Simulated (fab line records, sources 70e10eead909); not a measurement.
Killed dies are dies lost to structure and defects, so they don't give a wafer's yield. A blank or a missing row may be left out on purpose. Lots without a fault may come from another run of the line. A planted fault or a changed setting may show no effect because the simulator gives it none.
Which tool did it? | flow nand_harc | 13 lots, 39 wafers sampled, at 5 steps of a route of 1159

WHAT THE GAUGES READ, wafer by wafer
NHARC_HYBRID_BOND_OVL_MEAS_05.
lot  | measured     | on         | overlay_x_nm (nm) | overlay_y_nm (nm)
L478 | day 18 07:05 | overlay-01 | -25 21 -30        | -18 -60 33
L481 | day 18 14:11 | overlay-01 | 7 8 22            | 24 -18 -6
L480 | day 18 14:13 | overlay-02 | -28 6 2           | 108 36 -3
L482 | day 19 08:11 | overlay-02 | -20 -31 -15       | 23 -72 76
L487 | day 20 16:02 | overlay-01 | -8 26 -36         | -19 12 55
L486 | day 20 16:02 | overlay-02 | 43 19 68          | -22 50 -27
L489 | day 21 02:15 | overlay-02 | 35 -2 -18         | -11 58 5
L496 | day 22 13:46 | overlay-01 | 44 63 4           | -14 9 -89
L493 | day 22 20:11 | overlay-02 | 25 -56 40         | -21 -10 -39
L498 | day 23 14:08 | overlay-01 | 15 32 -2          | -37 -54 -23
L499 | day 23 14:09 | overlay-02 | 15 -2 -19         | -13 35 17
L500 | day 24 02:41 | overlay-01 | 2 -6 1            | -8 -8 74
L501 | day 24 13:33 | overlay-01 | 38 59 -25         | 51 -22 20

NHARC_END_SORT_01.
lot  | measured     | on        | defect_limited_yield (%) | killed_at_array | killed_at_other | killed_at_periphery | killed_dies | killed_open | killed_short | sort_bin_2_pct (%) | sort_bin_3_pct (%) | sort_bin_4_pct (%) | sort_n_pass | sort_rim_yield_pct (%) | sort_yield_pct (%)
L480 | day 19 20:52 | prober-01 | 96.5 95.7 97.3           | 15 23 13        | 3 2 0           | 6 4 5               | 24 29 18    | 4 4 6       | 4 3 0        | 0.7 1.8 0.6        | 0.44 0 0.15        | 2.4 2.5 1.9        | 653 648 659 | 96.2 100.0 96.2        | 96.5 95.7 97.3
L482 | day 20 04:55 | prober-02 | 92.2 96.2 96.6           | 49 23 19        | 0 0 0           | 4 3 4               | 53 26 23    | 4 2 1       | 5 6 2        | 2.4 1.3 0.4        | 0.89 0.15 0.15     | 4.6 2.4 2.8        | 624 651 654 | 95.3 90.6 90.6         | 92.2 96.2 96.6
L487 | day 21 09:44 | prober-01 | 97.6 30.9 33.7           | 14 468 447      | 0 0 0           | 2 0 2               | 16 468 449  | 2 4 2       | 2 2 3        | 0.9 25.3 24.2      | 0.44 4.58 6.35     | 1.0 39.3 35.7      | 661 209 228 | 96.2 39.6 32.1         | 97.6 30.9 33.7
L486 | day 21 09:46 | prober-02 | 92.3 28.1 93.8           | 44 482 39       | 4 2 1           | 4 3 2               | 52 487 42   | 4 3 3       | 3 4 2        | 1.8 28.7 2.2       | 0.44 4.73 0.15     | 5.5 38.6 3.8       | 625 190 635 | 96.2 30.2 95.3         | 92.3 28.1 93.8
L489 | day 21 23:27 | prober-01 | 29.7 97.9 96.6           | 474 13 18       | 0 0 0           | 2 1 5               | 476 14 23   | 4 2 5       | 2 1 3        | 28.7 0.6 1.2       | 5.47 0.30 0.30     | 36.2 1.2 1.9       | 201 663 654 | 34.0 94.3 90.6         | 29.7 97.9 96.6
L496 | day 23 09:34 | prober-02 | 92.8 93.2 92.3           | 42 38 46        | 2 3 3           | 5 5 3               | 49 46 52    | 7 5 4       | 1 3 2        | 2.5 2.2 2.7        | 0.59 0.30 0.30     | 4.1 4.3 4.7        | 628 631 625 | 88.7 92.5 89.6         | 92.8 93.2 92.3
L493 | day 23 16:30 | prober-01 | 95.7 95.0 97.2           | 28 30 18        | 0 0 0           | 1 4 1               | 29 34 19    | 4 3 1       | 3 2 1        | 1.3 1.0 0.7        | 0 0.30 0.15        | 3.0 3.7 1.9        | 648 643 658 | 91.5 96.2 91.5         | 95.7 95.0 97.2
L499 | day 24 11:28 | prober-02 | 95.0 93.2 96.6           | 28 43 19        | 1 1 0           | 5 2 4               | 34 46 23    | 4 4 5       | 2 4 1        | 1.2 2.4 1.8        | 0.59 0.74 0.15     | 3.2 3.7 1.5        | 643 631 654 | 97.2 98.1 93.4         | 95.0 93.2 96.6
L500 | day 24 21:17 | prober-01 | 92.2 91.9 92.9           | 50 53 46        | 0 0 0           | 3 2 2               | 53 55 48    | 6 2 5       | 2 1 3        | 2.8 2.1 2.8        | 0.44 0.74 0.30     | 4.6 5.3 4.0        | 624 622 629 | 91.5 98.1 92.5         | 92.2 91.9 92.9

WHICH TOOL RAN EACH LOT (tool, then ch and the chambers of the sampled wafers, then the start)
lot  | NHARC_A_M0_ECD_22              | NHARC_A_BONDPAD_CMP_19        | NHARC_THIN_TSV_STRIP_56
L478 | ecd_cu-01 ch 0,1, day 17 09:21 | cmp-04 ch 1,2, day 17 19:04   | plasma_asher-02 ch 0,1, day 18 17:59
L481 | ecd_cu-01 ch 0,1, day 17 17:31 | cmp-01 ch 0,1,3, day 18 03:45 | plasma_asher-02 ch 0,1, day 18 23:51
L480 | ecd_cu-01 ch 0,1, day 17 20:52 | cmp-04 ch 1,2,3, day 18 06:50 | plasma_asher-02 ch 0,1, day 19 00:47
L482 | ecd_cu-01 ch 0,1, day 18 10:13 | cmp-03 ch 1,3, day 18 20:35   | plasma_asher-02 ch 0,1, day 19 17:16
L487 | ecd_cu-02 ch 0,1, day 19 19:31 | cmp-04 ch 0,3, day 20 05:53   | plasma_asher-01 ch 0,1, day 21 02:30
L486 | ecd_cu-02 ch 0,1, day 19 20:23 | cmp-03 ch 0,2,3, day 20 06:20 | plasma_asher-02 ch 0,1, day 21 01:29
L489 | ecd_cu-02 ch 0,1, day 20 06:14 | cmp-01 ch 0,1,3, day 20 17:09 | plasma_asher-02 ch 0,1, day 21 12:04
L496 | ecd_cu-01 ch 0,1, day 21 17:37 | cmp-01 ch 0,1,3, day 22 03:12 | plasma_asher-02 ch 0,1, day 23 01:12
L493 | ecd_cu-01 ch 0,1, day 22 00:05 | cmp-01 ch 1,2,3, day 22 09:55 | plasma_asher-01 ch 0,1, day 23 05:34
L498 | ecd_cu-02 ch 0,1, day 22 18:16 | cmp-01 ch 0,1,2, day 23 03:52 | plasma_asher-02 ch 0,1, day 24 00:14
L499 | ecd_cu-02 ch 0,1, day 22 18:52 | cmp-01 ch 0,2,3, day 23 05:18 | plasma_asher-01 ch 0,1, day 24 00:39
L500 | ecd_cu-01 ch 1, day 23 06:26   | cmp-01 ch 0,1,2, day 23 16:30 | plasma_asher-02 ch 0,1, day 24 12:25
L501 | ecd_cu-02 ch 0,1, day 23 17:36 | cmp-04 ch 0,1,3, day 24 03:19 | plasma_asher-02 ch 0,1, day 25 00:19
- NHARC_A_M0_ECD_22: material Cu, target thk 400 nm.
- NHARC_A_BONDPAD_CMP_19: polishes, t overpolish 30 s, cu recess touch 16 s, target thk 169.8 nm.
- NHARC_THIN_TSV_STRIP_56: strips in O2.

WHAT THE TOOLS THEMSELVES READ (means of the sampled wafers that have a number; where no wafer has one, the mark that the record gives instead)
NHARC_A_M0_ECD_22.
lot  | tool      | bath_heat_duty_pct (%) | bath_temp_c (C)
L478 | ecd_cu-01 | 7.0                    | 25.14
L481 | ecd_cu-01 | 6.8                    | 24.96
L480 | ecd_cu-01 | 6.6                    | 25.13
L482 | ecd_cu-01 | 7.0                    | 25.05
L487 | ecd_cu-02 | 6.7                    | 24.97
L486 | ecd_cu-02 | 5.8                    | 25.05
L489 | ecd_cu-02 | 5.8                    | 25.10
L496 | ecd_cu-01 | 6.8                    | 24.94
L493 | ecd_cu-01 | 6.9                    | 25.03
L498 | ecd_cu-02 | 6.5                    | 24.92
L499 | ecd_cu-02 | 6.4                    | 24.92
L500 | ecd_cu-01 | 7.5                    | 25.05
L501 | ecd_cu-02 | 5.6                    | 24.91

NHARC_A_BONDPAD_CMP_19.
lot  | tool   | motor_current_A (A) | overpolish_run_s (s)
L478 | cmp-04 | 11.5                | 30.008
L481 | cmp-01 | 12.5                | 30.008
L480 | cmp-04 | 10.9                | 30.010
L482 | cmp-03 | 12.9                | 29.998
L487 | cmp-04 | 12.2                | 30.003
L486 | cmp-03 | 12.1                | 29.997
L489 | cmp-01 | 12.2                | 30.002
L496 | cmp-01 | 12.2                | 29.999
L493 | cmp-01 | 12.6                | 29.996
L498 | cmp-01 | 11.7                | 29.999
L499 | cmp-01 | 13.1                | 29.995
L500 | cmp-01 | 11.5                | 29.992
L501 | cmp-04 | 11.8                | 29.996

NHARC_THIN_TSV_STRIP_56.
lot  | tool            | drypump_motor_current_A (A) | heater_power_w (W)
L478 | plasma_asher-02 | 5.8                         | 336
L481 | plasma_asher-02 | 5.8                         | 333
L480 | plasma_asher-02 | 5.8                         | 337
L482 | plasma_asher-02 | 5.8                         | 335
L487 | plasma_asher-01 | 5.1                         | 325
L486 | plasma_asher-02 | 5.8                         | 342
L489 | plasma_asher-02 | 5.8                         | 340
L496 | plasma_asher-02 | 5.8                         | 341
L493 | plasma_asher-01 | 5.1                         | 303
L498 | plasma_asher-02 | 5.8                         | 340
L499 | plasma_asher-01 | 5.1                         | 314
L500 | plasma_asher-02 | 5.8                         | 341
L501 | plasma_asher-02 | 5.8                         | 345

THE ANSWER, worked out from the rows above alone
Rule: what is usual is taken from the lots themselves. Put in order of their means at a reading, lots are off if they are a third of the lots or fewer, leave a main group of 4 or more, and stand apart from it by a gap of 3 or more times the standard deviation of the main group's means; of several such gaps the widest counts. A main group whose means are all the same, to the digits that the tables above print for the reading, isn't used. A lot without any number at a reading at which 4 lots or more have one is off too. The other lots that the step has rows for count as sound. The gauges are gone through in route order, then the tools' own readings, and for those a lot's mean is taken as printed above. The first step at which some lot is off is used, and at that step the reading that is off furthest; a lot without a number counts as furthest.
Off: L487, L486, L489, at NHARC_END_SORT_01 (sort_bin_2_pct). The main group: mean 1.7 %, standard deviation 0.63. Neither off nor sound, because the step has no rows for them: L478, L481, L498, L501.
A tool fits if, at a process step before that reading, it ran every lot that is off, and no sound lot after the first of them. The gauges at NHARC_END_SORT_01 are tried like those tools. None of those tried fits.

WHAT THE SIMULATOR HAD PUT IN
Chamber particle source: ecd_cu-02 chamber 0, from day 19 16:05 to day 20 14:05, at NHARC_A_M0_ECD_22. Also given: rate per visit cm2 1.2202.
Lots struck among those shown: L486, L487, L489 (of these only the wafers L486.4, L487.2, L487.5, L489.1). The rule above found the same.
